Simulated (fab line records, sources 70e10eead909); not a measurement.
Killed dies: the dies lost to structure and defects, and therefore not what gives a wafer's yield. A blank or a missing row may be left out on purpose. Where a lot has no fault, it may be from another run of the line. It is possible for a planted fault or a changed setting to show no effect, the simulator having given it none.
Matching of chambers    flow nandHarc    NHARC_A_CHANNEL_FILL_D2_ALD_14 on aldHk-01 has 4 sister chambers
The step deposits SiO2, target thk 2.5 nm, pulse time 10 s, ald cycles 25. 16 wafers are shown with their chamber, then 8 later ones without.

EACH WAFER AND ITS CHAMBER
wafer   chamber  heaterPowerW (W)  precursorPulseHeightRel
L074.1  1        457               1.007
L074.2  2        446               0.983
L074.5  0        539               1.026
L079.1  3        478               0.998
L079.4  2        451               1.043
L079.6  2        456               0.998
L080.2  2        460               0.974
L080.4  0        550               0.972
L080.6  1        459               0.999
L083.3  3        474               1.000
L083.4  1        449               0.977
L083.5  0        563               1.008
L086.1  0        547               1.014
L086.2  2        450               1.012
L086.5  0        540               1.046
L088.2  0        554               0.962

SIGNATURES (means of the wafers above)
reading                  chamber 0  chamber 1  chamber 2  chamber 3  scatter within a chamber
heaterPowerW             548.83     455.00     452.60     476.00     7.01
precursorPulseHeightRel  1.00467    0.99433    1.00200    0.99900    0.0267
Rule: a wafer lies at a distance from a chamber equal to the root of the sum of squares, over the readings, of (its reading less the chamber's mean, divided by the reading's scatter). The wafer belongs to the nearest chamber; if the next one is less than 2 further off, it can't be placed. How the scatter is found: for the shown wafers, subtract from each reading the mean of its chamber, square and add these, divide the total by (wafers less chambers), then take the root.

WAFERS MISSING THEIR CHAMBER
wafer   heaterPowerW (W)  precursorPulseHeightRel
L088.5  467               1.031
L088.6  562               0.989
L093.1  434               1.015
L093.2  432               1.029
L093.5  541               0.984
L094.1  429               1.040
L094.2  532               1.015
L094.5  435               0.990

WHICH CHAMBER EACH ONE RAN IN
wafer   from the rows above           in truth
L088.5  can't be placed: 3 or 1 or 2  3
L088.6  0                             0
L093.1  can't be placed: 2 or 1       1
L093.2  can't be placed: 2 or 1       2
L093.5  0                             0
L094.1  can't be placed: 2 or 1       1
L094.2  0                             0
L094.5  can't be placed: 2 or 1       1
Placed correctly: 3 of 8. Cannot be placed on the basis of these rows: 5; the candidates contain the true chamber in 5. Placed wrongly: 0.
